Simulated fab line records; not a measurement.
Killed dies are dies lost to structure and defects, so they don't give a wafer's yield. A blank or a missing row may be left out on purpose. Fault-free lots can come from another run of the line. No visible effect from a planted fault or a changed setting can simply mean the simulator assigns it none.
2 desks, one fault + flow n5_finfet + numbers are kept per desk, each desk with only its own; the story behind them comes last

== METROLOGY DESK ==
What the gauges read, lot by lot, whatever tool the lot ran on: means of the sampled wafers that have a number. The brackets show how far a lot's mean lies from the usual mean; more than 4 standard deviations puts the lot out of limits, marked OUT.
Columns: A = PASS_OPEN_OVL at N5_PASSIVATION_OVL_MEAS_66, usual 1 nm
| lot  | first seen here | A   |
|------|-----------------|-----|
| L161 | day 12 17:13    | 1   |
| L159 | day 12 22:44    | 3   |
| L162 | day 13 03:39    | 2   |
| L166 | day 14 07:41    | 0   |
| L165 | day 14 11:23    | 11  |
| L168 | day 14 16:32    | -11 |
| L173 | day 16 03:52    | -1  |
| L177 | day 16 20:40    | 2   |
| L179 | day 17 22:28    | 1   |
| L182 | day 18 14:32    | -6  |
This desk's verdict: no lot among the 10 shows anything out of limits.

== THE TOOL OWNER'S DESK: rie_diel-03 ==
The tool's own readings at N5_BEOL_M7_ETCH_41 (etches SiCN in CH3F/O2, target depth 31.9 nm, time 57.8 s): means of the sampled wafers that have a number, for each lot that ran on this tool. The brackets show how far a lot's mean lies from the usual mean; more than 4 standard deviations puts the lot out of limits, marked OUT.
Columns: A = drypump_motor_current_A at N5_BEOL_M7_ETCH_41, usual 5.40 A; B = oes_product_au at N5_BEOL_M7_ETCH_41, usual 0.80 a.u.; C = rf_fwd_power_W at N5_BEOL_M7_ETCH_41, usual 391.4 W; D = rf_vpp_V at N5_BEOL_M7_ETCH_41, usual 297.6 V; E = showerhead_plenum_p_Torr at N5_BEOL_M7_ETCH_41, usual 2.02 Torr; F = throttle_valve_pct at N5_BEOL_M7_ETCH_41, usual 16.26 %
| lot  | first seen here | A    | B    | C     | D     | E    | F     |
|------|-----------------|------|------|-------|-------|------|-------|
| L161 | day 9 16:15     | 5.46 | 0.69 | 392.3 | 296.1 | 1.97 | 16.39 |
| L162 | day 9 23:53     | 5.71 | 0.74 | 392.8 | 297.7 | 2.03 | 16.20 |
| L166 | day 11 09:12    | 5.44 | 0.82 | 392.2 | 297.7 | 2.05 | 16.22 |
This desk's verdict: no lot among the 3 shows anything out of limits.

== BROUGHT TOGETHER ==
Metrology desk: nothing out of limits seen.
Nothing out of limits was seen by the tool owner's desk.

== WHAT THE SIMULATOR HAD PUT IN ==
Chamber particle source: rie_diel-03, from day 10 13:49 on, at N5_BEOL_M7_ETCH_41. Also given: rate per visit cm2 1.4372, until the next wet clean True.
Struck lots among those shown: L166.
